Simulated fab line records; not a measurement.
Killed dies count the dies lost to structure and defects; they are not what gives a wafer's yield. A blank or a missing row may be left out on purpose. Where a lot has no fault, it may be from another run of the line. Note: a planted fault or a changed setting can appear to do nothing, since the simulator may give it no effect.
The tool behind it: which one? | flow n5 finfet | 72 wafers from 24 lots sampled at 6 of the route's 1938 steps

## WHAT EACH GAUGE READ, for each wafer
N5_GATE_CUT_INSPECT_26: inspects for defects (darkfield). Usual: raw defect count 48, standard deviation 21.
lot  | measured     | on                | raw defect count | flag
L074 | day 4 21:57  | defect inspect-02 | 80 118 76        |
L075 | day 5 03:35  | defect inspect-01 | 46 58 72         |
L076 | day 5 05:23  | defect inspect-02 | 37 32 59         |
L078 | day 5 18:03  | defect inspect-01 | 83 58 53         |
L077 | day 5 19:36  | defect inspect-02 | 134 44 74        |
L079 | day 6 04:36  | defect inspect-01 | 26 27 29         |
L080 | day 6 06:14  | defect inspect-02 | 24 30 61         |
L081 | day 6 12:05  | defect inspect-02 | 35 25 28         |
L082 | day 6 16:47  | defect inspect-02 | 76 63 55         |
L083 | day 7 00:38  | defect inspect-02 | 44 22 27         |
L084 | day 7 06:21  | defect inspect-01 | 58 25 20         |
L085 | day 7 13:16  | defect inspect-02 | 28 26 72         |
L086 | day 7 15:31  | defect inspect-02 | 35 48 48         |
L087 | day 7 18:32  | defect inspect-01 | 39 44 44         |
L088 | day 8 03:34  | defect inspect-01 | 24 41 34         |
L089 | day 8 11:32  | defect inspect-02 | 43 29 62         |
L090 | day 8 14:25  | defect inspect-02 | 75 70 101        |
L091 | day 9 01:35  | defect inspect-02 | 46 59 75         |
L092 | day 9 06:11  | defect inspect-01 | 22 32 18         |
L093 | day 9 13:19  | defect inspect-02 | 39 42 37         |
L094 | day 9 16:10  | defect inspect-01 | 27 26 30         |
L095 | day 9 23:58  | defect inspect-02 | 45 58 48         |
L096 | day 10 05:28 | defect inspect-02 | 48 61 41         |
L097 | day 10 12:08 | defect inspect-02 | 49 30 62         |

N5_MOL_CONTACT_COAG_CD_MEAS_84: the cd target is 25.1 nm. Usual: cd nm 25.09 nm, standard deviation 0.23.
lot  | measured     | on        | cd nm (nm)        | flag
L074 | day 5 11:15  | cd sem-02 | 25.02 25.07 25.30 |
L075 | day 5 16:15  | cd sem-02 | 25.15 25.28 25.20 |
L076 | day 5 16:42  | cd sem-02 | 24.82 24.94 25.20 |
L078 | day 6 05:43  | cd sem-02 | 25.40 25.33 25.44 |
L077 | day 6 06:14  | cd sem-01 | 25.09 25.17 25.54 |
L079 | day 6 15:15  | cd sem-01 | 24.92 25.15 25.17 |
L080 | day 6 15:43  | cd sem-02 | 25.01 25.08 25.41 |
L081 | day 6 23:40  | cd sem-02 | 25.20 24.83 25.22 |
L082 | day 7 05:03  | cd sem-02 | 25.27 25.13 25.32 |
L083 | day 7 11:16  | cd sem-02 | 24.88 24.80 25.02 |
L084 | day 7 18:40  | cd sem-02 | 24.77 25.03 24.90 |
L085 | day 8 00:56  | cd sem-02 | 25.06 24.51 24.94 |
L086 | day 8 01:14  | cd sem-02 | 25.17 25.17 24.71 |
L087 | day 8 05:20  | cd sem-01 | 25.39 24.98 25.05 |
L088 | day 8 16:15  | cd sem-01 | 25.05 24.83 25.05 |
L089 | day 8 22:55  | cd sem-01 | 24.90 25.02 24.86 |
L090 | day 9 04:20  | cd sem-02 | 25.09 25.16 25.00 |
L091 | day 9 09:45  | cd sem-02 | 24.89 24.97 25.24 |
L092 | day 9 17:35  | cd sem-02 | 25.16 25.15 25.07 |
L093 | day 9 23:08  | cd sem-02 | 25.09 25.27 25.45 |
L094 | day 10 07:25 | cd sem-02 | 25.25 25.22 24.74 |
L095 | day 10 09:39 | cd sem-02 | 24.96 25.27 25.21 |
L096 | day 10 15:07 | cd sem-01 | 25.41 25.26 25.04 |
L097 | day 10 22:17 | cd sem-01 | 24.90 25.04 24.89 |

N5_MOL_CONTACT_COAG_CD_MEAS_101: the cd target is 16 nm. Usual: cd nm 16.06 nm, standard deviation 0.28.
lot  | measured     | on        | cd nm (nm)        | flag
L074 | day 5 15:16  | cd sem-01 | 16.52 16.20 16.12 |
L075 | day 5 18:48  | cd sem-01 | 16.00 16.05 16.37 |
L076 | day 5 19:15  | cd sem-02 | 15.97 15.70 16.22 |
L078 | day 6 08:12  | cd sem-02 | 16.15 16.05 15.95 |
L077 | day 6 09:24  | cd sem-02 | 16.15 15.90 15.83 |
L079 | day 6 17:43  | cd sem-01 | 16.02 15.85 15.51 |
L080 | day 6 18:28  | cd sem-02 | 16.38 16.26 16.29 |
L081 | day 7 03:08  | cd sem-01 | 15.93 15.71 16.14 |
L082 | day 7 08:06  | cd sem-01 | 15.96 15.75 15.75 |
L083 | day 7 13:37  | cd sem-02 | 16.58 16.01 16.43 |
L084 | day 7 20:52  | cd sem-01 | 15.69 16.65 16.06 |
L085 | day 8 03:58  | cd sem-02 | 15.83 16.27 15.65 |
L086 | day 8 05:01  | cd sem-02 | 15.80 16.29 16.45 |
L087 | day 8 07:47  | cd sem-01 | 15.87 16.17 15.89 |
L088 | day 8 19:50  | cd sem-01 | 16.30 16.01 15.81 |
L089 | day 9 02:29  | cd sem-02 | 15.74 15.83 16.02 |
L090 | day 9 07:34  | cd sem-01 | 16.04 16.23 16.01 |
L091 | day 9 12:56  | cd sem-01 | 15.98 16.36 15.95 |
L092 | day 9 20:25  | cd sem-02 | 15.56 15.83 15.89 |
L093 | day 10 01:38 | cd sem-02 | 16.23 16.64 16.72 |
L094 | day 10 09:55 | cd sem-02 | 15.82 15.73 15.58 |
L095 | day 10 11:59 | cd sem-01 | 16.35 15.76 16.28 |
L096 | day 10 17:35 | cd sem-02 | 15.86 16.30 15.73 |
L097 | day 11 00:40 | cd sem-02 | 16.15 15.93 15.75 |

## WHICH TOOL RAN EACH LOT (tool, then ch and the chambers of the sampled wafers, then the start)
lot  | N5_MOL_CONTACT_COAG_STRIP_119        | N5_MOL_CONTACT_COAG_ETCHBACK_134   | N5_MOL_CONTACT_COAG_STRIP_72
L074 | plasma asher-01 ch 0, day 5 13:17    | rie diel-06 ch 0,2, day 5 14:45    | rie diel-06 ch 0,2, day 5 15:02
L075 | plasma asher-01 ch 0,1, day 5 17:12  | rie diel-01 ch 1,2, day 5 18:17    | rie diel-01 ch 1,2, day 5 18:34
L076 | plasma asher-01 ch 0,1, day 5 17:32  | rie diel-01 ch 0,2,3, day 5 18:44  | rie diel-01 ch 0,2,3, day 5 19:01
L078 | plasma asher-02 ch 0,1, day 6 06:40  | rie diel-03 ch 2,3, day 6 07:41    | rie diel-03 ch 2,3, day 6 07:58
L077 | plasma asher-02 ch 0,1, day 6 07:31  | rie diel-03 ch 0,3, day 6 08:53    | rie diel-03 ch 0,3, day 6 09:10
L079 | plasma asher-02 ch 0,1, day 6 16:08  | rie diel-06 ch 1,2,3, day 6 17:13  | rie diel-06 ch 1,2,3, day 6 17:29
L080 | plasma asher-01 ch 0,1, day 6 16:55  | rie diel-06 ch 1,2,3, day 6 17:56  | rie diel-06 ch 1,2,3, day 6 18:13
L081 | plasma asher-02 ch 0,1, day 7 00:29  | rie diel-06 ch 2,3, day 7 02:37    | rie diel-06 ch 2,3, day 7 02:54
L082 | plasma asher-02 ch 0,1, day 7 06:26  | rie diel-03 ch 1,3, day 7 07:36    | rie diel-03 ch 1,3, day 7 07:53
L083 | plasma asher-01 ch 0,1, day 7 12:02  | rie diel-01 ch 0,1,2, day 7 13:07  | rie diel-01 ch 0,1,2, day 7 13:23
L084 | plasma asher-02 ch 0,1, day 7 19:27  | rie diel-03 ch 0,1,3, day 7 20:22  | rie diel-03 ch 0,1,3, day 7 20:38
L085 | plasma asher-02 ch 0,1, day 8 01:49  | rie diel-06 ch 1,2, day 8 03:07    | rie diel-06 ch 1,2, day 8 03:24
L086 | plasma asher-02 ch 0,1, day 8 03:05  | rie diel-03 ch 0,1,2, day 8 04:20  | rie diel-03 ch 0,1,2, day 8 04:37
L087 | plasma asher-02 ch 0,1, day 8 06:19  | rie diel-06 ch 2,3, day 8 07:16    | rie diel-06 ch 2,3, day 8 07:33
L088 | plasma asher-02 ch 0,1, day 8 17:22  | rie diel-01 ch 0,1,3, day 8 19:19  | rie diel-01 ch 0,1,3, day 8 19:36
L089 | plasma asher-02 ch 0, day 9 01:01    | rie diel-01 ch 2,3, day 9 01:59    | rie diel-01 ch 2,3, day 9 02:16
L090 | plasma asher-01 ch 0, day 9 05:07    | rie diel-06 ch 1,3, day 9 07:04    | rie diel-06 ch 1,3, day 9 07:20
L091 | plasma asher-02 ch 0,1, day 9 10:33  | rie diel-03 ch 0,1,3, day 9 12:25  | rie diel-03 ch 0,1,3, day 9 12:42
L092 | plasma asher-01 ch 1, day 9 18:26    | rie diel-01 ch 0,1,2, day 9 19:49  | rie diel-01 ch 0,1,2, day 9 20:05
L093 | plasma asher-02 ch 0,1, day 9 23:58  | rie diel-06 ch 0,1, day 10 01:07   | rie diel-06 ch 0,1, day 10 01:24
L094 | plasma asher-01 ch 0,1, day 10 08:11 | rie diel-06 ch 0,3, day 10 09:24   | rie diel-06 ch 0,3, day 10 09:41
L095 | plasma asher-02 ch 0,1, day 10 10:28 | rie diel-06 ch 1,2,3, day 10 11:29 | rie diel-06 ch 1,2,3, day 10 11:46
L096 | plasma asher-01 ch 0,1, day 10 15:54 | rie diel-06 ch 1,2,3, day 10 17:05 | rie diel-06 ch 1,2,3, day 10 17:22
L097 | plasma asher-01 ch 0, day 10 23:14   | rie diel-03 ch 0,2,3, day 11 00:10 | rie diel-03 ch 0,2,3, day 11 00:26
- N5_MOL_CONTACT_COAG_STRIP_119: strips in N2/H2, time 30 s.
- N5_MOL_CONTACT_COAG_ETCHBACK_134: etches SiO2 in CHF3, target depth 10 nm, time 6.7 s.
- N5_MOL_CONTACT_COAG_STRIP_72: strips in N2/H2.

## AS READ BY THE TOOLS THEMSELVES (means over the sampled wafers that have a number; for cases with no such wafer, the mark the record gives instead)
N5_MOL_CONTACT_COAG_STRIP_119. Usual: drypump motor current A 5.38 A, standard deviation 0.097; heater power w 344 W, standard deviation 26.
lot  | tool            | drypump motor current A (A) | heater power w (W) | flag
L074 | plasma asher-01 | 5.47                        | 349                |
L075 | plasma asher-01 | 5.50                        | 312                |
L076 | plasma asher-01 | 5.50                        | 333                |
L078 | plasma asher-02 | 5.30                        | 361                |
L077 | plasma asher-02 | 5.28                        | 353                |
L079 | plasma asher-02 | 5.30                        | 355                |
L080 | plasma asher-01 | 5.49                        | 314                |
L081 | plasma asher-02 | 5.30                        | 361                |
L082 | plasma asher-02 | 5.31                        | 358                |
L083 | plasma asher-01 | 5.49                        | 332                |
L084 | plasma asher-02 | 5.30                        | 361                |
L085 | plasma asher-02 | 5.29                        | 359                |
L086 | plasma asher-02 | 5.29                        | 363                |
L087 | plasma asher-02 | 5.30                        | 358                |
L088 | plasma asher-02 | 5.29                        | 357                |
L089 | plasma asher-02 | 5.30                        | 354                |
L090 | plasma asher-01 | 5.44                        | 346                |
L091 | plasma asher-02 | 5.30                        | 368                |
L092 | plasma asher-01 | 5.51                        | 289                |
L093 | plasma asher-02 | 5.30                        | 364                |
L094 | plasma asher-01 | 5.50                        | 317                |
L095 | plasma asher-02 | 5.30                        | 358                |
L096 | plasma asher-01 | 5.51                        | 320                |
L097 | plasma asher-01 | 5.48                        | 347                |

N5_MOL_CONTACT_COAG_ETCHBACK_134. Usual: bias w 170.0 W, standard deviation 0.52; drypump motor current A 5.8 A, standard deviation 0.47; oes product au 0.79 a.u., standard deviation 0.068; rf vpp V 525 V, standard deviation 3.6; showerhead plenum p Torr 2.39 Torr, standard deviation 0.07; throttle valve pct 18.82 %, standard deviation 0.27.
lot  | tool        | bias w (W) | drypump motor current A (A) | oes product au (a.u.) | rf vpp V (V) | showerhead plenum p Torr (Torr) | throttle valve pct (%) | flag
L074 | rie diel-06 | 170.7      | 6.5                         | 0.77                  | 527          | 2.39                            | 19.03                  |
L075 | rie diel-01 | 170.1      | 5.8                         | 0.78                  | 528          | 2.45                            | 18.69                  |
L076 | rie diel-01 | 169.7      | 5.9                         | 0.79                  | 527          | 2.38                            | 18.83                  |
L078 | rie diel-03 | 169.4      | 5.5                         | 0.78                  | 526          | 2.42                            | 18.85                  |
L077 | rie diel-03 | 170.2      | 5.7                         | 0.72                  | 525          | 2.40                            | 18.98                  |
L079 | rie diel-06 | 169.9      | 6.0                         | 0.82                  | 526          | 2.37                            | 18.90                  |
L080 | rie diel-06 | 170.0      | 6.0                         | 0.82                  | 527          | 2.37                            | 18.89                  |
L081 | rie diel-06 | 170.0      | 6.3                         | 0.79                  | 529          | 2.39                            | 18.98                  |
L082 | rie diel-03 | 170.0      | 5.6                         | 0.84                  | 522          | 2.44                            | 18.57                  |
L083 | rie diel-01 | 170.5      | 5.6                         | 0.82                  | 526          | 2.40                            | 18.72                  |
L084 | rie diel-03 | 170.2      | 5.6                         | 0.77                  | 523          | 2.42                            | 18.78                  |
L085 | rie diel-06 | 170.6      | 6.5                         | 0.77                  | 525          | 2.36                            | 19.13                  |
L086 | rie diel-03 | 169.9      | 5.8                         | 0.80                  | 526          | 2.49                            | 18.77                  |
L087 | rie diel-06 | 170.4      | 6.3                         | 0.77                  | 528          | 2.39                            | 19.00                  |
L088 | rie diel-01 | 170.6      | 5.7                         | 0.88                  | 524          | 2.35                            | 18.54                  |
L089 | rie diel-01 | 170.4      | 6.0                         | 0.79                  | 529          | 2.42                            | 18.70                  |
L090 | rie diel-06 | 170.1      | 5.6                         | 0.83                  | 525          | 2.38                            | 18.72                  |
L091 | rie diel-03 | 169.9      | 5.6                         | 0.75                  | 524          | 2.41                            | 18.81                  |
L092 | rie diel-01 | 170.1      | 5.6                         | 0.80                  | 526          | 2.39                            | 18.77                  |
L093 | rie diel-06 | 169.8      | 5.8                         | 0.77                  | 522          | 2.36                            | 18.88                  |
L094 | rie diel-06 | 170.3      | 5.6                         | 0.80                  | 526          | 2.39                            | 18.67                  |
L095 | rie diel-06 | 170.0      | 6.0                         | 0.79                  | 525          | 2.36                            | 18.95                  |
L096 | rie diel-06 | 169.8      | 6.0                         | 0.78                  | 524          | 2.36                            | 18.95                  |
L097 | rie diel-03 | 170.3      | 5.6                         | 0.72                  | 525          | 2.40                            | 18.99                  |

N5_MOL_CONTACT_COAG_STRIP_72. Usual: drypump motor current A 5.8 A, standard deviation 0.47; oes product au 0.79 a.u., standard deviation 0.068; rf vpp V 59.4 V, standard deviation 2; showerhead plenum p Torr 2.55 Torr, standard deviation 0.079; throttle valve pct 23.7 %, standard deviation 0.33.
lot  | tool        | drypump motor current A (A) | oes product au (a.u.) | rf vpp V (V) | showerhead plenum p Torr (Torr) | throttle valve pct (%) | flag
L074 | rie diel-06 | 6.5                         | 0.77                  | 59.3         | 2.54                            | 23.7                   |
L075 | rie diel-01 | 5.7                         | 0.78                  | 59.2         | 2.62                            | 23.8                   |
L076 | rie diel-01 | 5.8                         | 0.78                  | 60.0         | 2.55                            | 23.9                   |
L078 | rie diel-03 | 5.5                         | 0.79                  | 59.4         | 2.58                            | 23.6                   |
L077 | rie diel-03 | 5.7                         | 0.73                  | 59.4         | 2.55                            | 23.9                   |
L079 | rie diel-06 | 6.0                         | 0.82                  | 60.4         | 2.52                            | 23.7                   |
L080 | rie diel-06 | 6.0                         | 0.82                  | 58.3         | 2.52                            | 23.8                   |
L081 | rie diel-06 | 6.3                         | 0.79                  | 57.4         | 2.54                            | 23.7                   |
L082 | rie diel-03 | 5.6                         | 0.86                  | 56.8         | 2.59                            | 23.3                   |
L083 | rie diel-01 | 5.6                         | 0.82                  | 60.3         | 2.56                            | 23.8                   |
L084 | rie diel-03 | 5.6                         | 0.78                  | 61.3         | 2.57                            | 23.6                   |
L085 | rie diel-06 | 6.5                         | 0.76                  | 57.6         | 2.50                            | 23.9                   |
L086 | rie diel-03 | 5.8                         | 0.80                  | 57.4         | 2.66                            | 23.6                   |
L087 | rie diel-06 | 6.3                         | 0.77                  | 59.8         | 2.54                            | 23.7                   |
L088 | rie diel-01 | 5.7                         | 0.87                  | 58.9         | 2.51                            | 23.5                   |
L089 | rie diel-01 | 6.0                         | 0.79                  | 60.6         | 2.59                            | 23.8                   |
L090 | rie diel-06 | 5.5                         | 0.82                  | 59.4         | 2.52                            | 23.7                   |
L091 | rie diel-03 | 5.6                         | 0.76                  | 59.1         | 2.57                            | 23.7                   |
L092 | rie diel-01 | 5.6                         | 0.80                  | 59.7         | 2.56                            | 23.9                   |
L093 | rie diel-06 | 5.8                         | 0.77                  | 58.8         | 2.51                            | 23.8                   |
L094 | rie diel-06 | 5.6                         | 0.80                  | 60.2         | 2.55                            | 23.5                   |
L095 | rie diel-06 | 6.0                         | 0.79                  | 61.6         | 2.51                            | 23.8                   |
L096 | rie diel-06 | 6.0                         | 0.79                  | 60.5         | 2.51                            | 23.8                   |
L097 | rie diel-03 | 5.6                         | 0.71                  | 61.3         | 2.55                            | 23.8                   |

## THE ANSWER, worked out from the rows above alone
Rule: lot off if the mean of its wafers having a number is beyond 3 standard deviations from the usual mean. A lot without any number at a reading at which 4 lots or more have one is off too. The other lots that the step has rows for count as sound. After the gauges, taken in route order, come the tools' own readings; for these a lot's mean is taken, as printed above. The first step at which some lot is off is used, and at that step the reading that is off furthest; a lot without a number counts as furthest.
No lot is off on any of the readings shown, so nothing can be concluded from this.

## WHAT WAS PUT IN BY THE SIMULATOR
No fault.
